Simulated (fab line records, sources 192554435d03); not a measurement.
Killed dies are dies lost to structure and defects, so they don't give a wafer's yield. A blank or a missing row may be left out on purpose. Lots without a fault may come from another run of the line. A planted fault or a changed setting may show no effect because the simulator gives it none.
Problem report in the 8D (eight disciplines) form, filled by code | flow n5_finfet | the parts of the form that need people (team, actions taken, sign-off) are left out

1. THE PROBLEM
cd_nm at N5_BEOL_M0_SAQP_CD_MEAS_40 reads a mean of 25.24 nm on 3 wafers of 2 lots; wafers without a fault read 29.98 nm with a standard deviation of 0.25. That is -19 standard deviations from the usual mean.
The step: target cd 30 nm.
First seen on wafer L496.1, day 10 10:31, on cd_sem-02. The record holds 26 wafers of 9 lots with a number at this step. Rule for "out", or "out of limits": more than 4 standard deviations from the usual mean. The other wafers with a number count as sound.

2. WHAT IT IS AND WHAT IT IS NOT
question                    | is                     | is not
which readings at this step | cd_nm                  | -
which lots                  | L496, L498             | L478, L482, L486, L489, L492, L495, L497
which wafers of those lots  | L496.1, L496.5, L498.5 | L496.3, L498.2, L498.4
read on which gauges        | cd_sem-01, cd_sem-02   | cd_sem-03
when                        | from day 10 10:31      | up to then (18 sound wafers); but 5 sound wafers of L497, L498 came after

3. SUSPECTS, AND WHAT RULES EACH OUT
Counting: a tool at a process step up to the reading stays a suspect if it ran every lot that is out. Sound lots after the first of them don't rule it out here, since some wafers of a struck lot are sound.
- the gauge at N5_BEOL_M0_SAQP_CD_MEAS_40: ruled out. The wafers that are out were read on 2 gauges (cd_sem-01, cd_sem-02).
- rie_diel-02 at N5_BEOL_M0_SAQP_ETCH_101 (etches SiNx in CH3F/O2, target depth 29.9 nm, time 42.7 s): kept. It ran every lot that is out, first L496 (day 10 08:22); its last sound lot up to then is L492 (day 9 10:28).
- vapor_etch-01 at N5_BEOL_M0_SAQP_RECESS_109 (chemistry HF/NH3, target SiO2, target depth 3 nm, afs cycles 1, sublimation time 60 s): kept. It ran every lot that is out, first L496 (day 10 09:11); its last sound lot up to then is L486 (day 7 21:11).
- euv_scanner-02 at N5_BEOL_M0_SAQP_EXPOSE_37 (exposes mask M0 CUT1, target cd 30 nm): kept. It ran every lot that is out, first L496 (day 10 10:22); its last sound lot up to then is L489 (day 8 17:09).
Left after counting: rie_diel-02 at N5_BEOL_M0_SAQP_ETCH_101, vapor_etch-01 at N5_BEOL_M0_SAQP_RECESS_109, euv_scanner-02 at N5_BEOL_M0_SAQP_EXPOSE_37.

4. THE CAUSE (what the simulator had put in)
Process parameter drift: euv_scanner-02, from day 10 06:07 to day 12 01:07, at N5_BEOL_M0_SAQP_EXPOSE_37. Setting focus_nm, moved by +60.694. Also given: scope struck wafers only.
Counting left 3 suspects, and this tool is among them.

5. THE CHAIN OF EFFECTS, in route order
Each row: a reading whose mean over the struck wafers that have a number lies more than 3 standard deviations from the usual. Only readings for which the record gives a usual standard deviation are gone through. hours: the time from each lot's start at the first step in this table that gives one to its start at this step, as a median over the lots. sigmas: the change in usual standard deviations.
hours | step                       | reading              | usual    | on struck wafers | change | sigmas
0     | N5_BEOL_M0_SAQP_CD_MEAS_40 | cd_nm                | 29.98 nm | 25.24            | -4.74  | -19
205   | N5_PASSIVATION_PROBE_49    | defect_limited_yield | 91.2 %   | 0.0              | -91.2  | -65
205   | N5_PASSIVATION_PROBE_49    | killed_at_M0_to_M3   | 34       | 1117             | +1083  | +99 or more
205   | N5_PASSIVATION_PROBE_49    | killed_dies          | 103      | 1180             | +1077  | +63
205   | N5_PASSIVATION_PROBE_49    | killed_on_rim        | 14       | 152              | +138   | +39
205   | N5_PASSIVATION_PROBE_49    | sort_n_pass          | 1077     | 0                | -1077  | -63
The process steps in it:
- N5_PASSIVATION_PROBE_49

6. WHAT WOULD HAVE CAUGHT IT SOONER
In this record the first reading out of limits at a measuring or inspecting step was taken at day 10 10:31, 4 hours after the fault began at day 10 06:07.
Of the tool readings at N5_BEOL_M0_SAQP_EXPOSE_37 for which the record gives a usual standard deviation, none was out on any struck wafer, so an alarm limit of 4 standard deviations on them would not have fired.
Of the lots that are out (2), L498 began N5_BEOL_M0_SAQP_EXPOSE_37 on euv_scanner-02 after day 10 10:31. A hold on the tool at that time would have spared it.
